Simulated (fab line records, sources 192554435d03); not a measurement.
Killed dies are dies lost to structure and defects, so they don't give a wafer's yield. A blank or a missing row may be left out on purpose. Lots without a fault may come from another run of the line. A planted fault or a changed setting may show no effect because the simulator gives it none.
Chamber matching | flow n5_finfet | N5_SPACER0_ALD_07 on ald_sin-04: 4 sister chambers
The step deposits SiNx, target thk 2 nm. 16 wafers are shown with their chamber, then 8 later ones without.

WAFERS WITH THEIR CHAMBER
wafer  | chamber | heater_power_w (W)
L075.1 | 2       | 754
L075.5 | 1       | 701
L075.6 | 2       | 749
L079.1 | 2       | 752
L079.2 | 0       | 905
L079.3 | 1       | 704
L079.4 | 3       | 747
L079.5 | 3       | 753
L079.6 | 0       | 881
L080.3 | 3       | 764
L080.4 | 2       | 753
L080.6 | 2       | 786
L082.2 | 0       | 874
L082.4 | 3       | 740
L082.5 | 3       | 749
L084.1 | 3       | 753

SIGNATURES (means of the wafers above)
reading        | chamber 0 | chamber 1 | chamber 2 | chamber 3 | scatter within a chamber
heater_power_w | 886.67    | 702.50    | 758.80    | 751.00    | 12.2
Rule: a wafer's distance from a chamber is the root of the sum, over the readings, of the square of ((its reading less the chamber's mean) divided by the reading's scatter). The wafer belongs to the nearest chamber; if the next one is less than 2 further off, it can't be placed. The scatter: the root of (the sum of the squares of (reading less its chamber's mean) over the shown wafers, divided by (wafers less chambers)).

WAFERS WITHOUT THEIR CHAMBER
wafer  | heater_power_w (W)
L084.3 | 703
L084.4 | 908
L089.1 | 755
L089.2 | 737
L089.6 | 754
L092.3 | 735
L092.4 | 687
L092.5 | 779

WHICH CHAMBER EACH WENT THROUGH
wafer  | from the rows above          | in truth
L084.3 | 1                            | 1
L084.4 | 0                            | 0
L089.1 | can't be placed: 2 or 3      | 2
L089.2 | can't be placed: 3 or 2 or 1 | 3
L089.6 | can't be placed: 3 or 2      | 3
L092.3 | can't be placed: 3 or 2 or 1 | 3
L092.4 | 1                            | 1
L092.5 | can't be placed: 2 or 3      | 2
Placed correctly: 3 of 8. Can't be placed from these rows: 5 (the true chamber is among the candidates in 5). Placed wrongly: 0.
